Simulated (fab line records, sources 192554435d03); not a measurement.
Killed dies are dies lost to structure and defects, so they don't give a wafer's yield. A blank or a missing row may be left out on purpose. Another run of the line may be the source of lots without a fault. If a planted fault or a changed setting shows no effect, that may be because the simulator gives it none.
Matching of chambers ; flow n5-finfet ; N5_BEOL_M0_SAQP_PECVD_04 on pecvd-04: 3 sister chambers
The step deposits a-Si from SiH4/He, target thk 60 nm, time 60.2 s. 6 wafers are shown with their chamber, then 8 later ones without.

EACH WAFER AND ITS CHAMBER
wafer;chamber;throttle-valve-pct (%);showerhead-plenum-p-Torr (Torr)
L087.6;2;16.9;5.68
L088.3;0;18.7;5.63
L090.1;1;17.7;5.70
L090.3;0;18.8;5.64
L090.6;1;17.4;5.71
L093.1;2;16.9;5.71

WAFERS WITHOUT THEIR CHAMBER
wafer;throttle-valve-pct (%);showerhead-plenum-p-Torr (Torr)
L093.4;18.8;5.66
L093.5;16.9;5.70
L094.2;18.9;5.67
L094.3;18.7;5.65
L094.4;17.0;5.71
L097.1;18.9;5.66
L097.4;17.1;5.70
L097.5;17.6;5.70

EACH ONE'S CHAMBER
wafer;from the rows above;in truth
L093.4;0;0
L093.5;2;2
L094.2;0;0
L094.3;0;0
L094.4;2;2
L097.1;0;0
L097.4;can't be placed: 2 or 1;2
L097.5;1;1
Correct placement for 7 of the 8. Can't be placed from these rows: 1 (the true chamber is among the candidates in 1). 0 placed wrongly.
How it was worked out, from the rows above alone: a wafer's distance from a chamber is the root of the sum, over the readings, of the square of ((its reading less the chamber's mean) divided by the reading's scatter). The wafer belongs to the nearest chamber; if the next one is less than 2 further off, it can't be placed. Each chamber's mean is taken over the wafers shown for it. The scatter is the square root of a quotient: the sum, over the shown wafers, of each reading's squared deviation from its chamber's mean, divided by wafers minus chambers.
